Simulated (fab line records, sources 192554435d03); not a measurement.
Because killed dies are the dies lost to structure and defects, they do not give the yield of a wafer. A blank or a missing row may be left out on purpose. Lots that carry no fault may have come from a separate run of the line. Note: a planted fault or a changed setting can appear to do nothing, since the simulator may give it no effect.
Matching of chambers || flow n5_finfet || N5_BEOL_M1_DESCUM_16 on rie_diel-05: 4 sister chambers
The step chemistry O2, time 7 s. 8 wafers are shown with their chamber, then 10 later ones without.

## EACH WAFER AND ITS CHAMBER
{"wafer": "L074.4", "chamber": 1, "showerhead_plenum_p_Torr (Torr)": 2.08, "drypump_motor_current_A (A)": 5.68}
{"wafer": "L087.1", "chamber": 1, "showerhead_plenum_p_Torr (Torr)": 2.07, "drypump_motor_current_A (A)": 5.67}
{"wafer": "L089.4", "chamber": 0, "showerhead_plenum_p_Torr (Torr)": 2.06, "drypump_motor_current_A (A)": 5.80}
{"wafer": "L090.2", "chamber": 3, "showerhead_plenum_p_Torr (Torr)": 2.00, "drypump_motor_current_A (A)": 6.01}
{"wafer": "L090.5", "chamber": 2, "showerhead_plenum_p_Torr (Torr)": 2.23, "drypump_motor_current_A (A)": 5.83}
{"wafer": "L090.6", "chamber": 0, "showerhead_plenum_p_Torr (Torr)": 2.06, "drypump_motor_current_A (A)": 5.81}
{"wafer": "L092.1", "chamber": 2, "showerhead_plenum_p_Torr (Torr)": 2.22, "drypump_motor_current_A (A)": 5.84}
{"wafer": "L092.2", "chamber": 3, "showerhead_plenum_p_Torr (Torr)": 2.00, "drypump_motor_current_A (A)": 6.01}

## WAFERS WITHOUT THEIR CHAMBER
{"wafer": "L092.5", "showerhead_plenum_p_Torr (Torr)": 2.22, "drypump_motor_current_A (A)": 5.84}
{"wafer": "L095.1", "showerhead_plenum_p_Torr (Torr)": 2.22, "drypump_motor_current_A (A)": 5.81}
{"wafer": "L095.2", "showerhead_plenum_p_Torr (Torr)": 2.07, "drypump_motor_current_A (A)": 5.66}
{"wafer": "L095.3", "showerhead_plenum_p_Torr (Torr)": 2.00, "drypump_motor_current_A (A)": 5.98}
{"wafer": "L094.2", "showerhead_plenum_p_Torr (Torr)": 2.00, "drypump_motor_current_A (A)": 5.99}
{"wafer": "L094.3", "showerhead_plenum_p_Torr (Torr)": 2.07, "drypump_motor_current_A (A)": 5.68}
{"wafer": "L094.6", "showerhead_plenum_p_Torr (Torr)": 2.00, "drypump_motor_current_A (A)": 6.00}
{"wafer": "L097.2", "showerhead_plenum_p_Torr (Torr)": 2.00, "drypump_motor_current_A (A)": 6.00}
{"wafer": "L097.4", "showerhead_plenum_p_Torr (Torr)": 2.00, "drypump_motor_current_A (A)": 6.01}
{"wafer": "L097.5", "showerhead_plenum_p_Torr (Torr)": 2.22, "drypump_motor_current_A (A)": 5.79}

## WHICH CHAMBER EACH WENT THROUGH
{"wafer": "L092.5", "from the rows above": 2, "in truth": 2}
{"wafer": "L095.1", "from the rows above": 2, "in truth": 2}
{"wafer": "L095.2", "from the rows above": 1, "in truth": 1}
{"wafer": "L095.3", "from the rows above": 3, "in truth": 3}
{"wafer": "L094.2", "from the rows above": 3, "in truth": 3}
{"wafer": "L094.3", "from the rows above": 1, "in truth": 1}
{"wafer": "L094.6", "from the rows above": 3, "in truth": 3}
{"wafer": "L097.2", "from the rows above": 3, "in truth": 3}
{"wafer": "L097.4", "from the rows above": 3, "in truth": 3}
{"wafer": "L097.5", "from the rows above": 2, "in truth": 2}
Correct placement for 10 of the 10. From these rows, 0 cannot be placed. 0 placed wrongly.
How it was worked out, from the rows above alone: a wafer's distance from a chamber is the root of the sum, over the readings, of the square of ((its reading less the chamber's mean) divided by the reading's scatter). The wafer belongs to the nearest chamber; if the next one is less than 2 further off, it can't be placed. A chamber's mean is the mean of its shown wafers. The scatter: the root of (the sum of the squares of (reading less its chamber's mean) over the shown wafers, divided by (wafers less chambers)).
